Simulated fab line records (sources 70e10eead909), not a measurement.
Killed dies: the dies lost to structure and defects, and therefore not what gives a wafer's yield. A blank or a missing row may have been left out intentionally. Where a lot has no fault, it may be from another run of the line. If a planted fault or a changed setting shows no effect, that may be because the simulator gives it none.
Matching of chambers || flow nandHarc || 4 sister chambers for NHARC_A_CONTACT_ETCH_91 on rieDiel-11
The step etches the open film in CH3F/O2, target depth 40 nm, time 85.7 s. 4 wafers are shown with their chamber, then 7 later ones without.

## EACH WAFER AND ITS CHAMBER
{"wafer": "L080.1", "chamber": 0, "showerheadPlenumPTorr (Torr)": 2.56}
{"wafer": "L080.2", "chamber": 2, "showerheadPlenumPTorr (Torr)": 2.63}
{"wafer": "L085.1", "chamber": 3, "showerheadPlenumPTorr (Torr)": 2.31}
{"wafer": "L085.3", "chamber": 1, "showerheadPlenumPTorr (Torr)": 2.48}

## WAFERS WITH NO CHAMBER GIVEN
{"wafer": "L085.4", "showerheadPlenumPTorr (Torr)": 2.55}
{"wafer": "L087.1", "showerheadPlenumPTorr (Torr)": 2.48}
{"wafer": "L087.2", "showerheadPlenumPTorr (Torr)": 2.31}
{"wafer": "L087.3", "showerheadPlenumPTorr (Torr)": 2.55}
{"wafer": "L096.1", "showerheadPlenumPTorr (Torr)": 2.30}
{"wafer": "L096.4", "showerheadPlenumPTorr (Torr)": 2.61}
{"wafer": "L096.5", "showerheadPlenumPTorr (Torr)": 2.47}

## THE CHAMBER EACH PASSED THROUGH
{"wafer": "L085.4", "from the rows above": 0, "in truth": 0}
{"wafer": "L087.1", "from the rows above": 1, "in truth": 1}
{"wafer": "L087.2", "from the rows above": 3, "in truth": 3}
{"wafer": "L087.3", "from the rows above": 0, "in truth": 0}
{"wafer": "L096.1", "from the rows above": 3, "in truth": 3}
{"wafer": "L096.4", "from the rows above": 2, "in truth": 2}
{"wafer": "L096.5", "from the rows above": 1, "in truth": 1}
Placed correctly: 7 of 7. Can't be placed from these rows: 0. Wrongly placed: 0.
How it was worked out, from the rows above alone: a wafer's distance from a chamber is the root of the sum, over the readings, of the square of ((its reading less the chamber's mean) divided by the reading's scatter). The wafer belongs to the nearest chamber; if the next one is less than 2 further off, it can't be placed. For every chamber, the mean is computed from those of its wafers that are shown. The scatter: with one shown wafer a chamber, the root of the mean of the squares of how far each hidden wafer lies from its nearest shown one.
